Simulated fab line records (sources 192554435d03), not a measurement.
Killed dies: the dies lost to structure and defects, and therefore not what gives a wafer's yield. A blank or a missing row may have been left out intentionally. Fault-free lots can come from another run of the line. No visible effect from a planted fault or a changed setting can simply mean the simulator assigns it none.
One fault through the eyes of 2 desks / flow n5 finfet / what lay behind the numbers comes last; until then each desk has only its own

## FROM THE METROLOGY DESK
What the gauges read, lot by lot, whatever tool the lot ran on: means of the sampled wafers that have a number. Marked OUT: a lot whose mean sits more than 4 standard deviations from the usual mean, which makes it out of limits; the brackets give that distance. Of its 13 readings 7 are shown: the one that was out of limits first, and those that lie furthest out on some lot.
Columns: A = CJ_N at N5_BEOL_M4_RC_MEAS_101, usual 4.35; B = DIBL_N at N5_BEOL_M4_RC_MEAS_101, usual 36.3 mV/V; C = IOFF_N at N5_BEOL_M4_RC_MEAS_101, usual 0.157 nA/um; D = IOFF_N_85C at N5_BEOL_M4_RC_MEAS_101, usual 3.1 nA/um; E = IOFF_N_LIN at N5_BEOL_M4_RC_MEAS_101, usual 0.073 nA/um; F = SS_N at N5_BEOL_M4_RC_MEAS_101, usual 71.4 mV/dec; G = SS_P at N5_BEOL_M4_RC_MEAS_101, usual 73.3 mV/dec
lot=L295; first seen here=day 8 19:53; A=4.38; B=35.0; C=0.132; D=2.7; E=0.064; F=71.4; G=72.1
lot=L297; first seen here=day 9 17:05; A=4.34; B=36.6; C=0.176; D=3.4; E=0.079; F=71.7; G=73.0
lot=L296; first seen here=day 9 23:38; A=4.31; B=36.9; C=0.153; D=3.0; E=0.072; F=71.5; G=73.3
lot=L298; first seen here=day 10 15:31; A=4.38; B=37.0; C=0.168; D=3.2; E=0.076; F=72.0; G=73.0
lot=L299; first seen here=day 10 18:52; A=4.43; B=36.6; C=0.144; D=2.9; E=0.069; F=71.5; G=73.1
lot=L303; first seen here=day 11 11:13; A=4.52; B=40.1; C=0.386 (+11) OUT; D=6.3 (+9.7) OUT; E=0.088; F=75.1 (+8.3) OUT; G=73.6
lot=L310; first seen here=day 13 11:38; A=4.32; B=34.9; C=0.143; D=2.9; E=0.067; F=71.8; G=73.5
lot=L312; first seen here=day 13 12:34; A=4.29; B=35.0; C=0.123; D=2.5; E=0.058; F=70.9; G=73.0
lot=L316; first seen here=day 14 19:49; A=4.27; B=37.5; C=0.171; D=3.4; E=0.078; F=71.2; G=73.6
This desk finds L303 out of limits, with the earliest case on L303 at day 11 11:13 (IOFF_N at N5_BEOL_M4_RC_MEAS_101). In limits: L295, L297, L296, L298, L299, L310, L312, L316.

## AT THE TOOL OWNER'S DESK: rie si-01
The tool's own readings at N5_SD_EPI_N_SD_RECESS_17 (chemistry HBr/Cl2/O2, target depth 41 nm, time 23.7 s, bt time 3 s): means of the sampled wafers that have a number, for each lot that ran on this tool. Marked OUT: a lot whose mean sits more than 4 standard deviations from the usual mean, which makes it out of limits; the brackets give that distance.
Columns: A = drypump motor current A at N5_SD_EPI_N_SD_RECESS_17, usual 6.0 A; B = oes_o_777_au at N5_SD_EPI_N_SD_RECESS_17, usual 0.991 a.u.; C = oes product au at N5_SD_EPI_N_SD_RECESS_17, usual 0.992 a.u.; D = throttle valve pct at N5_SD_EPI_N_SD_RECESS_17, usual 37.09 %
lot=L295; first seen here=day 3 16:16; A=6.0; B=1.012; C=1.004; D=37.13
lot=L296; first seen here=day 4 03:02; A=6.2; B=0.993; C=0.990; D=36.79
lot=L297; first seen here=day 4 03:38; A=6.3; B=0.998; C=1.003; D=37.11
lot=L299; first seen here=day 4 16:32; A=6.5; B=0.981; C=0.991; D=36.92
lot=L303; first seen here=day 5 17:19; A=6.0; B=1.007; C=1.010; D=37.28
lot=L316; first seen here=day 8 21:13; A=6.2; B=0.991; C=0.990; D=36.95
Finding of this desk: none of the 6 lots has anything out of limits.

## TAKEN TOGETHER
At day 11 11:13 the metrology desk could have sounded an alarm, on L303.
The tool owner's desk saw nothing out of limits.
On record at the tool owner's desk: L303, within its limits.
Of the lots named, all ran N5_SD_EPI_N_SD_RECESS_17 on rie si-01.

## WHAT WAS PUT IN BY THE SIMULATOR
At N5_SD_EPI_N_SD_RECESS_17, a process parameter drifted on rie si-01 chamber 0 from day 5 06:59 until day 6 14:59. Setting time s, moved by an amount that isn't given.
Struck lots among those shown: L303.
Per desk, hours elapsed from the start of the fault to the first reading out of limits: for the metrology desk, 148.
